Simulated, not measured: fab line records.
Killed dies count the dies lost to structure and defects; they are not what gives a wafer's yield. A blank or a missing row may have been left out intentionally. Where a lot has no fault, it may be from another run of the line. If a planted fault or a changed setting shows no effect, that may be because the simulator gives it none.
Chamber matching || flow nand harc || 4 sister chambers for NHARC_P_M2_DESCUM_14 on rie diel-05
The step chemistry O2, time 3 s. 8 wafers are shown with their chamber, then 12 later ones without.

WAFERS WITH THEIR CHAMBER
{"wafer": "L088.1", "chamber": 3, "drypump motor current A (A)": 5.33, "oes product au (a.u.)": 0.998}
{"wafer": "L088.3", "chamber": 0, "drypump motor current A (A)": 5.71, "oes product au (a.u.)": 0.984}
{"wafer": "L092.1", "chamber": 3, "drypump motor current A (A)": 5.33, "oes product au (a.u.)": 1.003}
{"wafer": "L092.3", "chamber": 2, "drypump motor current A (A)": 5.79, "oes product au (a.u.)": 1.001}
{"wafer": "L092.6", "chamber": 1, "drypump motor current A (A)": 5.38, "oes product au (a.u.)": 0.985}
{"wafer": "L094.1", "chamber": 2, "drypump motor current A (A)": 5.76, "oes product au (a.u.)": 1.010}
{"wafer": "L094.2", "chamber": 1, "drypump motor current A (A)": 5.41, "oes product au (a.u.)": 0.996}
{"wafer": "L094.4", "chamber": 0, "drypump motor current A (A)": 5.73, "oes product au (a.u.)": 0.977}

WAFERS WITHOUT THEIR CHAMBER
{"wafer": "L095.2", "drypump motor current A (A)": 5.43, "oes product au (a.u.)": 0.979}
{"wafer": "L095.3", "drypump motor current A (A)": 5.69, "oes product au (a.u.)": 0.972}
{"wafer": "L095.6", "drypump motor current A (A)": 5.40, "oes product au (a.u.)": 0.987}
{"wafer": "L095.1", "drypump motor current A (A)": 5.76, "oes product au (a.u.)": 1.000}
{"wafer": "L095.4", "drypump motor current A (A)": 5.68, "oes product au (a.u.)": 0.980}
{"wafer": "L095.5", "drypump motor current A (A)": 5.74, "oes product au (a.u.)": 1.012}
{"wafer": "L096.1", "drypump motor current A (A)": 5.36, "oes product au (a.u.)": 0.997}
{"wafer": "L096.2", "drypump motor current A (A)": 5.39, "oes product au (a.u.)": 0.992}
{"wafer": "L096.6", "drypump motor current A (A)": 5.74, "oes product au (a.u.)": 1.003}
{"wafer": "L097.2", "drypump motor current A (A)": 5.78, "oes product au (a.u.)": 1.010}
{"wafer": "L097.3", "drypump motor current A (A)": 5.33, "oes product au (a.u.)": 0.989}
{"wafer": "L097.6", "drypump motor current A (A)": 5.76, "oes product au (a.u.)": 1.014}

CHAMBER TAKEN BY EACH
{"wafer": "L095.2", "from the rows above": 1, "in truth": 1}
{"wafer": "L095.3", "from the rows above": 0, "in truth": 0}
{"wafer": "L095.6", "from the rows above": 1, "in truth": 1}
{"wafer": "L095.1", "from the rows above": 2, "in truth": 2}
{"wafer": "L095.4", "from the rows above": 0, "in truth": 0}
{"wafer": "L095.5", "from the rows above": 2, "in truth": 2}
{"wafer": "L096.1", "from the rows above": "can't be placed: 3 or 1", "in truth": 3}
{"wafer": "L096.2", "from the rows above": 1, "in truth": 1}
{"wafer": "L096.6", "from the rows above": "can't be placed: 2 or 0", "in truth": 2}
{"wafer": "L097.2", "from the rows above": 2, "in truth": 2}
{"wafer": "L097.3", "from the rows above": "can't be placed: 3 or 1", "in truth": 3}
{"wafer": "L097.6", "from the rows above": 2, "in truth": 2}
Correctly placed: 9 of 12. Can't be placed from these rows: 3 (the true chamber is among the candidates in 3). 0 placed wrongly.
How it was worked out, from the rows above alone: a wafer's distance from a chamber is the root of the sum, over the readings, of the square of ((its reading less the chamber's mean) divided by the reading's scatter). If the next closest chamber is less than 2 further off than the closest, the wafer can't be placed; otherwise it belongs to the closest. Each chamber's mean is taken over the wafers shown for it. The scatter is the square root of a quotient: the sum, over the shown wafers, of each reading's squared deviation from its chamber's mean, divided by wafers minus chambers.
